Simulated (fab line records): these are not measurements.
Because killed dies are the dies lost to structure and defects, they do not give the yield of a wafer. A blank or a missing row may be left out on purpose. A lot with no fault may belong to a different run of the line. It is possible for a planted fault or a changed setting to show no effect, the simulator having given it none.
fab line records	flow n5Finfet
record lots=7	wafers=21
route steps=1938 shown WELL_APT@39 FIN_SAQP@104 STI_FIN_REVEAL@190 DUMMY_GATE@243 SD_EPI_P@321 SD_ACTIVATION@330 HKMG_FIN@403
startH: hours from the record's opening day to when the first of the lot's shown wafers began	waitH: hours from the lot's prior step to this one	" same as the row above	L1.1+2: a single row standing in for several wafers	- value missing, or start not given	* or withheld: withheld	< > ~ a bound
route shown NAME@n: a module of which the file shows steps, and the number in the route of the first	usual: the fault-free wafers' mean and standard deviation	same: alike in all rows	chamber/n: place in a boat	sites: the reading at each site	_std_site: the standard deviation of these	_edge_site: mean of outer sites minus mean of inner sites	radiusMm: how far each site lies from the wafer's centre	mask NAME#n: copy n	behind: the tool/chamber that last shaped the wafer	hold: cause of the lot's hold/its duration in hours/its outcome	device: the transistor (n, p or np) that didn't switch	end of line: at the end of the route, the tests of the same wafers	a step with no rows: only its recipe	killed: the dies lost at the first sort to structure and to defects; this is not the yield of the wafer	map: dies across one wafer; x = killed, . = not, _ = none there
set.NAME: setting as actually run; set.NAME@STEP: the setting as run at that earlier step	model.NAME: the simulator's own value behind a step, which no gauge read
lots whose settings were changed on purpose; a table a step, a row a wafer
## steps
# step N5_WELL_APT_EXPOSE_22
# recipe maskId=PWELL	na=0.8	sourceShape=conventional	sigmaOuter=0.8	polarization=unpolarized	defocusNm=0	targetCdNm=200	doseMj=23.2
lot.wafer	tool	chamber	startH	waitH	mask	set.doseMj
L080.2+3	krfScanner-01	0	50.63	-	PWELL#0	22.05
L080.4	"	0	"	"	PWELL#0	23.2
L085.3	krfScanner-02	0	80.80	-	PWELL#0	21.51
L085.5+6	"	0	"	"	PWELL#0	23.2
L088.2+3	krfScanner-02	0	99.36	-	PWELL#0	24.18
L088.5	"	0	"	"	PWELL#0	23.2
L089.3+6	krfScanner-01	0	105.77	-	PWELL#0	23.2
L089.4	"	0	"	"	PWELL#0	23.85
L090.1+4	krfScanner-02	0	110.79	-	PWELL#0	23.2
L090.5	"	0	"	"	PWELL#0	21.91
L091.2+5+6	krfScanner-02	0	116.51	-	PWELL#0	23.2
L095.1+4	krfScanner-01	0	140.79	-	PWELL#0	24.27
L095.2	"	0	"	"	PWELL#0	23.2
# step N5_WELL_APT_DEVELOP_24
# recipe developTimeS=45	rinseLiquid=surfactantRinse	dry=airSpin	devTempC=21
lot.wafer	tool	chamber	startH	waitH	set.developTimeS
L080.2+3+4	lithoTrack-02	0	-	-	45
L085.3+5	lithoTrack-02	0	-	-	36.66
L085.6	"	0	"	"	45
L088.2	lithoTrack-02	0	-	-	51.97
L088.3+5	"	0	"	"	45
L089.3+4+6	lithoTrack-04	0	-	-	51.46
L090.1+4	lithoTrack-04	0	-	-	45
L090.5	"	0	"	"	35.28
L091.2+5+6	lithoTrack-01	0	-	-	45
L095.1+4	lithoTrack-04	0	-	-	45
L095.2	"	0	"	"	34.94
# step N5_WELL_APT_HARDBAKE_29
# recipe tempC=130	timeS=120
# step N5_WELL_APT_CD_MEAS_25
# recipe targetCdNm=200	landingEnergyEv=500	detector=seInlens
# usual cdNm=199.2/2.2
lot.wafer	tool	chamber	startH	waitH	set.doseMj@WELL_APT_EXPOSE_22	cdNm
L080.2	cdSem-03	0	50.80	-	22.05	188.7
L080.3	"	0	"	"	22.05	187.5
L080.4	"	0	"	"	23.2	198.7
L085.3	cdSem-02	0	80.96	-	21.51	183.8
L085.5	"	0	"	"	23.2	199.3
L085.6	"	0	"	"	23.2	201.8
L088.2	cdSem-01	0	99.53	-	24.18	207.4
L088.3	"	0	"	"	24.18	207.8
L088.5	"	0	"	"	23.2	199.0
L089.3	cdSem-01	0	105.94	-	23.2	203.5
L089.4	"	0	"	"	23.85	208.9
L089.6	"	0	"	"	23.2	201.9
L090.1	cdSem-03	0	110.96	-	23.2	200.6
L090.4	"	0	"	"	23.2	196.4
L090.5	"	0	"	"	21.91	190.9
L091.2	cdSem-02	0	116.68	-	23.2	202.3
L091.5	"	0	"	"	23.2	201.4
L091.6	"	0	"	"	23.2	200.4
L095.1	cdSem-03	0	140.96	-	24.27	207.9
L095.2	"	0	"	"	23.2	198.2
L095.4	"	0	"	"	24.27	207.5
# step N5_WELL_APT_DESCUM_30
# recipe chemistry=O2	timeS=7.9	sourcePowerW=50	biasPowerW=20	pressureMtorr=20	rfFrequencyHz=2.712e+07	tempC=40	o2FlowSccm=225
lot.wafer	tool	chamber	startH	waitH	set.doseMj@WELL_APT_EXPOSE_22	model.WELL_APT.cdNm
L080.2	rieDiel-03	2	51.06	0.2	22.05	188.5
L080.3	"	0	"	"	22.05	187.8
L080.4	"	3	"	"	23.2	199
L085.3	rieDiel-03	1	82.21	1.2	21.51	183.9
L085.5	"	0	"	"	23.2	199.5
L085.6	"	2	"	"	23.2	202.1
L088.2	rieDiel-03	2	100.84	1.3	24.18	207.6
L088.3	"	3	"	"	24.18	207.9
L088.5	"	1	"	"	23.2	199
L089.3	rieDiel-03	2	106.47	0.5	23.2	203.6
L089.4	"	0	"	"	23.85	209
L089.6	"	3	"	"	23.2	201.9
L090.1	rieDiel-02	2	111.11	0.1	23.2	200.3
L090.4	"	1	"	"	23.2	196.7
L090.5	"	0	"	"	21.91	190.9
L091.2	rieDiel-02	0	116.76	0.0	23.2	202.3
L091.5	"	0	"	"	23.2	201.5
L091.6	"	2	"	"	23.2	200.6
L095.1	rieDiel-03	0	141.20	0.2	24.27	208
L095.2	"	1	"	"	23.2	198.5
L095.4	"	2	"	"	24.27	207.7
# step N5_FIN_SAQP_COAT_50
# recipe resist=SiARC	tempC=220	timeS=60	spinRpm=1500	resistThkNm=35
lot.wafer	tool	chamber	startH	waitH	set.spinRpm	model.SiARC_of_FIN_SAQP_COAT_50.thkNm
L080.2	lithoTrack-01	0	-	-	1500	35
L080.3	"	0	"	"	1559	34.35
L080.4	"	0	"	"	1500	35.06
L085.3	lithoTrack-02	0	-	-	1500	34.75
L085.5+6	"	0	"	"	1500	34.97
L088.2	lithoTrack-02	0	-	-	1399	36.14
L088.3	"	0	"	"	1500	34.94
L088.5	"	0	"	"	1399	36.22
L089.3	lithoTrack-03	0	-	-	1500	35.09
L089.4	"	0	"	"	1415	36.09
L089.6	"	0	"	"	1500	34.99
L090.1	lithoTrack-03	0	-	-	1500	35.14
L090.4	"	0	"	"	1662	33.35
L090.5	"	0	"	"	1500	35.19
L091.2	lithoTrack-03	0	-	-	1500	34.95
L091.5	"	0	"	"	1500	34.92
L091.6	"	0	"	"	1500	35.05
L095.1	lithoTrack-03	0	-	-	1500	34.88
L095.2	"	0	"	"	1500	34.93
L095.4	"	0	"	"	1500	34.97
# step N5_FIN_SAQP_ETCH_51
# recipe chemistry=CF4	target=SiARC	targetDepthA=455	maskMaterial=CAR-ArF	timeS=75.8	ionEnergyEv=80	pressureMtorr=40	sourceW=545	biasW=36	Ar_flow_sccm=100	cf4FlowSccm=100	ends=cleared
lot.wafer	tool	chamber	startH	waitH	set.cf4FlowSccm	set.spinRpm@FIN_SAQP_COAT_50	model.etch.depthNm	model.CAR-ArF_of_FIN_SAQP_COAT_10.thkNm
L080.2	rieDiel-02	1	58.18	0.0	86.11	1500	35	51.02
L080.3	"	3	"	"	100	1559	34.35	51.81
L080.4	"	0	"	"	100	1500	35.06	50.96
L085.3	rieDiel-01	2	90.04	0.0	119.2	1500	34.75	51.11
L085.5	"	2	"	"	100	1500	34.97	50.72
L085.6	"	3	"	"	119.2	1500	34.97	50.95
L088.2	rieDiel-01	3	108.35	0.0	100	1399	36.14	49.56
L088.3	"	1	"	"	106	1500	34.94	50.57
L088.5	"	1	"	"	106	1399	36.22	49.25
L089.3	rieDiel-02	0	113.37	0.0	100	1500	35.09	50.83
L089.4	"	2	"	"	100	1415	36.09	49.92
L089.6	"	0	"	"	100	1500	34.99	50.74
L090.1	rieDiel-02	1	117.71	0.0	100	1500	35.14	51.13
L090.4	"	2	"	"	100	1662	33.35	52.76
L090.5	"	0	"	"	100	1500	35.19	50.98
L091.2	rieDiel-03	1	123.45	0.0	100	1500	34.95	50.96
L091.5	"	1	"	"	100	1500	34.92	50.79
L091.6	"	2	"	"	100	1500	35.05	50.84
L095.1	rieDiel-02	0	148.48	0.0	118.2	1500	34.88	50.69
L095.2	"	3	"	"	118.2	1500	34.93	50.76
L095.4	"	2	"	"	100	1500	34.97	50.75
# step N5_FIN_SAQP_ETCH_52
# recipe chemistry=N2/H2	target=SOC	targetDepthA=1000	overetchA=200	maskMaterial=SiARC	tempC=40	timeS=150	ionEnergyEv=200	pressureMtorr=30	sourceW=840	biasW=150	n2FlowSccm=200	h2FlowSccm=200	ends=endPoint
lot.wafer	tool	chamber	startH	waitH	set.spinRpm@FIN_SAQP_COAT_50	model.SiARC_of_FIN_SAQP_COAT_50.thkNm
L080.2	rieDiel-02	1	58.24	0.0	1500	28.91
L080.3	"	3	"	"	1559	28.71
L080.4	"	0	"	"	1500	29.02
L085.3	rieDiel-01	2	90.09	0.0	1500	28.73
L085.5	"	2	"	"	1500	28.99
L085.6	"	3	"	"	1500	28.97
L088.2	rieDiel-01	3	108.41	0.0	1399	30.1
L088.3	"	1	"	"	1500	28.47
L088.5	"	1	"	"	1399	29.73
L089.3	rieDiel-02	0	113.43	0.0	1500	29.09
L089.4	"	2	"	"	1415	30.43
L089.6	"	0	"	"	1500	29.01
L090.1+5	rieDiel-02	1,0	117.77	0.0	1500	29.17
L090.4	"	2	"	"	1662	27.73
L091.2	rieDiel-03	1	123.51	0.0	1500	28.88
L091.5	"	1	"	"	1500	28.83
L091.6	"	2	"	"	1500	29.08
L095.1	rieDiel-02	0	148.54	0.0	1500	28.85
L095.2	"	3	"	"	1500	29.35
L095.4	"	2	"	"	1500	29.29
# step N5_FIN_SAQP_SPACER1_ALD_24
# recipe material=SiO2	targetThkA=203	tempC=300	aldPrecursorFamily=BDEAS	aldCoReactant=O2-plasma	pulseTimeS=1	purgeTimeS=2	coReactantPurgeTimeS=2	aldCycles=218	pressureTorr=2
lot.wafer	tool	chamber	startH	waitH	set.aldCycles	model.SiO2_of_FIN_SAQP_SPACER1_ALD_24.thkNm
L080.2+3+4	aldSin-03	3,1,2	59.60	0.6	218	20.4
L085.3+6	aldSin-04	1	91.81	0.8	249	23
L085.5	"	2	"	"	218	20.2
L088.2+3+5	aldSin-02	3,1,1	109.41	0.3	218	20.4
L089.3+6	aldSin-02	2	115.66	1.3	218	20.4
L089.4	"	0	"	"	200	18.8
L090.1	aldSin-03	0	119.13	0.6	218	20.2
L090.4+5	"	3	"	"	218	20.4
L091.2+5+6	aldSin-02	0,0,2	124.51	0.3	218	20.4
L095.1+2	aldSin-03	2,1	151.18	1.1	190	17.8
L095.4	"	0	"	"	218	20.4
# step N5_FIN_SAQP_SPACER1_ETCHBACK_25
# recipe chemistry=CHF3/O2	mode=anisotropicEtchback	target=SiO2	targetDepthA=244	timeS=12.2	pressureMtorr=30	sourceW=650	biasW=170	Ar_flow_sccm=200	CHF3_flow_sccm=50	O2_flow_sccm=5	ionEnergyEv=200
# step N5_FIN_SAQP_MANDREL1_REMOVE_56
# recipe chemistry=HBr/Cl2/O2	btTimeS=10	target=a-Si	stopOn=SiNx	endpoint=OES-SiCl	overEtchFrac=1	icpW=600	biasW=22	HBr_flow_sccm=150	Cl2_flow_sccm=80	O2_flow_sccm=5	pressureMtorr=10
lot.wafer	tool	chamber	startH	waitH	set.aldCycles@FIN_SAQP_SPACER1_ALD_24	model.FIN_SAQP.cdNm
L080.2+4	rieSi-06	3,0	60.45	0.1	218	20.4
L080.3	"	2	"	"	218	20.2
L085.3	rieSi-02	1	92.63	0.1	249	23.2
L085.5	"	2	"	"	218	20.2
L085.6	"	3	"	"	249	23
L088.2+3	rieSi-03	3,0	110.21	0.1	218	20.4
L088.5	"	1	"	"	218	20.6
L089.3	rieSi-03	0	116.46	0.1	218	20.4
L089.4	"	0	"	"	200	18.8
L089.6	"	2	"	"	218	20.2
L090.1	rieSi-06	1	119.94	0.1	218	20.2
L090.4+5	"	0,3	"	"	218	20.4
L091.2+6	rieSi-02	1,2	125.66	0.1	218	20.4
L091.5	"	3	"	"	218	20.2
L095.1	rieSi-06	1	152.16	0.1	190	17.8
L095.2	"	2	"	"	190	17.6
L095.4	"	3	"	"	218	20.4
# step N5_FIN_SAQP_CD_MEAS_27
# recipe targetCdNm=20	landingEnergyEv=1000	detector=seInlens	polarity=line
# usual cdNm=20.29/0.23
lot.wafer	tool	chamber	startH	waitH	set.aldCycles@FIN_SAQP_SPACER1_ALD_24	cdNm
L080.2	cdSem-02	0	60.56	0.1	218	20.12
L080.3	"	0	"	"	218	19.95
L080.4	"	0	"	"	218	20.16
L085.3	cdSem-01	0	92.74	0.1	249	23.09
L085.5	"	0	"	"	218	20.10
L085.6	"	0	"	"	249	22.95
L088.2	cdSem-02	0	110.32	0.1	218	19.99
L088.3	"	0	"	"	218	20.32
L088.5	"	0	"	"	218	20.90
L089.3	cdSem-01	0	116.58	0.1	218	20.18
L089.4	"	0	"	"	200	19.05
L089.6	"	0	"	"	218	20.06
L090.1	cdSem-01	0	120.05	0.1	218	20.46
L090.4	"	0	"	"	218	20.62
L090.5	"	0	"	"	218	20.31
L091.2	cdSem-01	0	125.77	0.1	218	20.78
L091.5	"	0	"	"	218	20.25
L091.6	"	0	"	"	218	20.38
L095.1	cdSem-01	0	152.27	0.1	190	18.22
L095.2	"	0	"	"	190	17.45
L095.4	"	0	"	"	218	20.38
# step N5_STI_FIN_REVEAL_ETCHBACK_08
# recipe chemistry=C4F6/O2	target=SiO2	targetDepthA=305	timeS=10.167	ionEnergyEv=250	pressureMtorr=30	sourceW=345	biasW=185	Ar_flow_sccm=300	C4F6_flow_sccm=10	O2_flow_sccm=10
lot.wafer	tool	chamber	startH	waitH	set.timeS
L080.2+3+4	rieDiel-01	0,1,3	71.42	0.4	10.167
L085.3+5+6	rieDiel-01	1,3,0	103.04	0.4	10.167
L088.2	rieDiel-01	1	122.35	0.2	11.32
L088.3+5	"	0,3	"	"	10.167
L089.3	rieDiel-03	2	126.26	0.1	10.75
L089.4+6	"	3,2	"	"	10.167
L090.1+4+5	rieDiel-02	2,1,1	129.70	0.2	10.167
L091.2+5+6	rieDiel-02	2,3,2	135.55	0.2	10.167
L095.1+4	rieDiel-03	2,0	162.04	0.2	8.892
L095.2	"	1	"	"	10.167
# step N5_STI_FIN_REVEAL_STRIP_24
# recipe chemistry=N2/H2	timeS=90	powerW=100	tempC=40	pressureMtorr=100	rfFrequencyHz=6e+07	biasPowerW=3	n2FlowSccm=300	h2FlowSccm=300
# step N5_STI_FIN_REVEAL_PRECLEAN_25
# recipe chemistry=SPM	timeS=90	tempC=120	mix=4:1
# step N5_STI_FIN_REVEAL_SRD_23
# recipe dry=ipaMarangoni	timeS=30	tempC=23	rinseLiquid=diw
# step N5_STI_FIN_REVEAL_FIN_H_MEAS_10
# usual trenchDepthNm=52.4/0.67
lot.wafer	tool	chamber	startH	waitH	set.timeS@STI_FIN_REVEAL_ETCHBACK_08	trenchDepthNm
L080.2	ocd-02	-	74.37	0.0	10.167	50.5
L080.3	"	-	"	"	10.167	53.1
L080.4	"	-	"	"	10.167	51.7
L085.3	ocd-01	-	106.17	0.0	10.167	54.0
L085.5	"	-	"	"	10.167	53.2
L085.6	"	-	"	"	10.167	52.6
L088.2	ocd-02	-	125.50	0.0	11.32	57.0
L088.3	"	-	"	"	10.167	51.4
L088.5	"	-	"	"	10.167	52.3
L089.3	ocd-02	-	129.40	0.0	10.75	53.5
L089.4	"	-	"	"	10.167	52.7
L089.6	"	-	"	"	10.167	52.2
L090.1	ocd-02	-	132.93	0.0	10.167	52.3
L090.4	"	-	"	"	10.167	52.5
L090.5	"	-	"	"	10.167	52.4
L091.2	ocd-02	-	138.68	0.0	10.167	52.7
L091.5	"	-	"	"	10.167	51.5
L091.6	"	-	"	"	10.167	53.0
L095.1	ocd-02	-	178.89	0.0	8.892	48.3
L095.2	"	-	"	"	10.167	53.0
L095.4	"	-	"	"	8.892	49.5
# step N5_DUMMY_GATE_ETCH_31
# recipe chemistry=C4F6/O2	target=SiO2	maskMaterial=SOC	targetDepthA=825	timeS=27.5	ionEnergyEv=250	pressureMtorr=30	sourceW=345	biasW=185	Ar_flow_sccm=300	C4F6_flow_sccm=10	O2_flow_sccm=10
lot.wafer	tool	chamber	startH	waitH	set.targetDepthA	model.etch.depthNm	model.SOC_of_DUMMY_GATE_COAT_34.thkNm
L080.2	rieDiel-06	0	85.75	0.0	825	81.16	52
L080.3	"	3	"	"	825	81.7	51.8
L080.4	"	2	"	"	724.9	72.59	52.8
L085.3	rieDiel-04	2	116.36	0.0	825	82	52
L085.5	"	1	"	"	825	82.61	51.6
L085.6	"	2	"	"	825	82.41	52
L088.2	rieDiel-05	3	134.74	0.0	862.3	84.68	51.6
L088.3	"	0	"	"	825	82.97	51.8
L088.5	"	3	"	"	825	81.39	52.2
L089.3	rieDiel-06	3	139.03	0.0	825	81.23	51.8
L089.4	"	2	"	"	825	81.44	51.8
L089.6	"	3	"	"	743.4	73.22	52.8
L090.1	rieDiel-06	0	142.75	0.0	921.8	93.53	50.8
L090.4	"	0	"	"	921.8	93.7	50.6
L090.5	"	3	"	"	825	81.52	51.6
L091.2	rieDiel-05	1	148.00	0.2	825	80.57	52
L091.5	"	3	"	"	825	80.91	52
L091.6	"	2	"	"	825	79.81	51.8
L095.1	rieDiel-04	3	188.78	0.0	825	82.01	51.6
L095.2	"	2	"	"	825	81.52	51.8
L095.4	"	0	"	"	825	82.01	51.8
# step N5_SD_EPI_P_EPI_21
# recipe material=SiGe:B	dopant=B	tempC=550	pressureTorr=20	ambient=H2	timeS=355
lot.wafer	tool	chamber	startH	waitH	set.tempC
L080.2+3+4	epiRpcvd-01	0	96.79	0.6	550
L085.3+5	epiRpcvd-04	0	124.83	1.1	550
L085.6	"	0	126.27	2.4	551.5
L088.2+3+5	epiRpcvd-04	0	142.51	0.5	550
L089.3+6	epiRpcvd-04	0	147.95	1.1	547.1
L089.4	"	0	"	"	550
L090.1+4	epiRpcvd-03	0	151.37	0.1	550
L090.5	"	0	152.81	1.5	548.7
L091.2+5+6	epiRpcvd-01	0	155.91	0.5	550
L095.1+2+4	epiRpcvd-03	0	197.70	0.1	550
# step N5_SD_EPI_P_HM_STRIP_48
# recipe chemistry=H3PO4	tempC=160	material=SiNx	target=SiNx	targetDepthA=30	overetchFraction=0.3
# step N5_SD_ACTIVATION_RTA_00
# recipe tempC=975	timeS=0	ambient=N2	idleTempC=600	rampUpCPerS=150	rampDownCPerS=60	coolToC=600
# step N5_SD_ACTIVATION_LSA_01
# recipe tempC=1080	timeS=0.0008	ambient=N2
# step N5_SD_ACTIVATION_RS_MEAS_03
# recipe thkMeasGauge=four-point-probe
# usual RS_SD_N=21.93/0.28	RS_SD_P=56.3/0.88
lot.wafer	tool	chamber	startH	waitH	set.tempC@SD_EPI_P_EPI_21	RS_SD_N[ohm/sq]	RS_SD_P[ohm/sq]
L080.2	filmMetro-01	-	99.86	0.2	550	21.66	56.3
L080.3	"	-	"	"	550	21.75	56.5
L080.4	"	-	"	"	550	21.54	56.1
L085.3	filmMetro-02	-	127.58	0.2	550	22.47	57.2
L085.5	"	-	"	"	550	22.09	57.3
L085.6	"	-	"	"	551.5	22.30	54.5
L088.2	filmMetro-01	-	144.98	0.2	550	21.87	56.6
L088.3	"	-	"	"	550	22.13	55.9
L088.5	"	-	"	"	550	21.76	56.5
L089.3	filmMetro-01	-	150.69	0.2	547.1	22.48	60.8
L089.4	"	-	"	"	550	22.38	58.1
L089.6	"	-	"	"	547.1	22.36	61.7
L090.1	filmMetro-02	-	154.30	0.2	550	21.95	57.4
L090.4	"	-	"	"	550	22.16	55.8
L090.5	"	-	"	"	548.7	22.07	58.0
L091.2	filmMetro-01	-	158.38	0.2	550	21.87	54.5
L091.5	"	-	"	"	550	21.88	55.2
L091.6	"	-	"	"	550	21.87	54.2
L095.1	filmMetro-02	-	200.50	0.2	550	22.22	57.1
L095.2	"	-	"	"	550	22.18	55.5
L095.4	"	-	"	"	550	22.31	55.8
# step N5_HKMG_FIN_ETCH_55
# recipe chemistry=N2/H2	target=SOC	targetDepthA=2400	tempC=40	timeS=300	ionEnergyEv=200	maskMaterial=SiARC	pressureMtorr=30	sourceW=840	biasW=150	n2FlowSccm=200	h2FlowSccm=200
# usual rfVppV=523.2/2.6
lot.wafer	tool	chamber	startH	waitH	set.biasW	rfVppV	model.HKMG_FIN.featureDepthNm	model.etch.depthNm	model.SiARC_of_HKMG_FIN_COAT_42.thkNm
L080.2	rieDiel-02	2	113.81	0.0	150	527.2	238.6	238.5	21.6
L080.3	"	1	"	"	159.9	542.2	248.2	248.2	19.8
L080.4	"	0	"	"	159.9	541.3	250.8	250.7	20
L085.3	rieDiel-02	0	141.27	0.0	150	519.9	245.8	245.8	20.8
L085.5	"	0	"	"	150	518.3	246.6	246.7	20.8
L085.6	"	1	"	"	150	523.4	242	242.1	21
L088.2	rieDiel-03	2	158.59	0.0	165.4	552.0	252.2	252.2	19.2
L088.3	"	0	"	"	165.4	560.7	262	262	19
L088.5	"	1	"	"	150	520.3	242	242	20.8
L089.3	rieDiel-03	2	165.16	0.0	150	517.6	236.8	236.8	21.2
L089.4	"	3	"	"	150	522.3	246.2	246.2	21
L089.6	"	1	"	"	150	522.3	244.6	244.6	20.6
L090.1	rieDiel-03	0	169.76	0.0	150	526.8	247	247.1	21
L090.4	"	3	"	"	150	522.3	248.6	248.6	20.8
L090.5	"	1	"	"	150	520.9	244.2	244.2	20.6
L091.2	rieDiel-01	3	172.01	0.0	150	523.9	244.2	244.3	21
L091.5	"	3	"	"	150	525.8	243.2	243.1	21.2
L091.6	"	1	"	"	150	525.7	251.8	251.9	20.4
L095.1	rieDiel-02	2	214.05	0.0	166	561.5	251	250.9	19.8
L095.2	"	0	"	"	166	555.4	256.4	256.4	19
L095.4	"	3	"	"	150	521.1	228	228.1	22
# step N5_HKMG_FIN_CVD_62
# recipe material=a-Si	targetThkA=30	tempC=500	precursor=Si2H6	pressureTorr=1	timeS=20.8
lot.wafer	tool	chamber	startH	waitH	set.tempC	model.a-Si_of_HKMG_FIN_CVD_62.thkNm
L080.2	thermalCvdSi-02	2	115.45	0.2	500	3
L080.3	"	1	"	"	500	2.8
L080.4	"	2	"	"	479.1	1.6
L085.3	thermalCvdSi-01	2	143.05	0.2	500	3
L085.5	"	0	"	"	481.4	1.6
L085.6	"	2	"	"	481.4	1.8
L088.2+5	thermalCvdSi-01	1,2	160.23	0.2	500	3
L088.3	"	0	"	"	487.9	2.2
L089.3	thermalCvdSi-02	1	166.80	0.2	500	2.8
L089.4+6	"	1,2	"	"	505.7	3.4
L090.1+4	thermalCvdSi-01	0,2	171.40	0.2	500	3.2
L090.5	"	0	"	"	479.7	1.8
L091.2+5	thermalCvdSi-02	2,1	173.76	0.2	500	3
L091.6	"	0	"	"	500	3.2
L095.1+2+4	thermalCvdSi-02	1,2,2	215.68	0.2	500	2.8
## key
split step=N5_WELL_APT_EXPOSE_22	setting=doseMj	stated=23.2	by=wafer
response step=N5_WELL_APT_CD_MEAS_25	reading=cdNm	change=+2.03	per=1%	r=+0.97
response step=N5_WELL_APT_DESCUM_30	reading=model.WELL_APT.cdNm	change=+2.03	per=1%	r=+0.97
split step=N5_WELL_APT_DEVELOP_24	setting=developTimeS	stated=45	by=wafer
response none clear
split step=N5_FIN_SAQP_COAT_50	setting=spinRpm	stated=1500	by=wafer
response step=N5_FIN_SAQP_COAT_50	reading=model.SiARC_of_FIN_SAQP_COAT_50.thkNm	change=-0.175	per=1%	r=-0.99
response step=N5_FIN_SAQP_ETCH_51	reading=model.etch.depthNm	change=-0.175	per=1%	r=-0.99
response step=N5_FIN_SAQP_ETCH_51	reading=model.CAR-ArF_of_FIN_SAQP_COAT_10.thkNm	change=+0.164	per=1%	r=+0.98
response step=N5_FIN_SAQP_ETCH_52	reading=model.SiARC_of_FIN_SAQP_COAT_50.thkNm	change=-0.163	per=1%	r=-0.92
split step=N5_FIN_SAQP_ETCH_51	setting=cf4FlowSccm	stated=100	by=wafer
response none clear
split step=N5_FIN_SAQP_SPACER1_ALD_24	setting=aldCycles	stated=218	by=wafer
response step=N5_FIN_SAQP_SPACER1_ALD_24	reading=model.SiO2_of_FIN_SAQP_SPACER1_ALD_24.thkNm	change=+0.199	per=1%	r=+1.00
response step=N5_FIN_SAQP_MANDREL1_REMOVE_56	reading=model.FIN_SAQP.cdNm	change=+0.203	per=1%	r=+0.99
response step=N5_FIN_SAQP_CD_MEAS_27	reading=cdNm	change=+0.191	per=1%	r=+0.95
split step=N5_STI_FIN_REVEAL_ETCHBACK_08	setting=timeS	stated=10.167	by=wafer
response step=N5_STI_FIN_REVEAL_FIN_H_MEAS_10	reading=trenchDepthNm	change=+0.367	per=1%	r=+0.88
split step=N5_DUMMY_GATE_ETCH_31	setting=targetDepthA	stated=825	by=wafer
response step=N5_DUMMY_GATE_ETCH_31	reading=model.etch.depthNm	change=+0.845	per=1%	r=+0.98
response step=N5_DUMMY_GATE_ETCH_31	reading=model.SOC_of_DUMMY_GATE_COAT_34.thkNm	change=-0.0823	per=1%	r=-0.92
split step=N5_SD_EPI_P_EPI_21	setting=tempC	stated=550	by=wafer
response step=N5_SD_ACTIVATION_RS_MEAS_03	reading=RS_SD_P	change=-6.83	per=1%	r=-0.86
split step=N5_HKMG_FIN_ETCH_55	setting=biasW	stated=150	by=wafer
response step=N5_HKMG_FIN_ETCH_55	reading=rfVppV	change=+3.29	per=1%	r=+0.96
response step=N5_HKMG_FIN_ETCH_55	reading=model.HKMG_FIN.featureDepthNm	change=+1.91	per=1%	r=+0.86
response step=N5_HKMG_FIN_ETCH_55	reading=model.etch.depthNm	change=+1.9	per=1%	r=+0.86
response step=N5_HKMG_FIN_ETCH_55	reading=model.SiARC_of_HKMG_FIN_COAT_42.thkNm	change=-0.215	per=1%	r=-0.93
split step=N5_HKMG_FIN_CVD_62	setting=tempC	stated=500	by=wafer
response step=N5_HKMG_FIN_CVD_62	reading=model.a-Si_of_HKMG_FIN_CVD_62.thkNm	change=+0.338	per=1%	r=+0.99
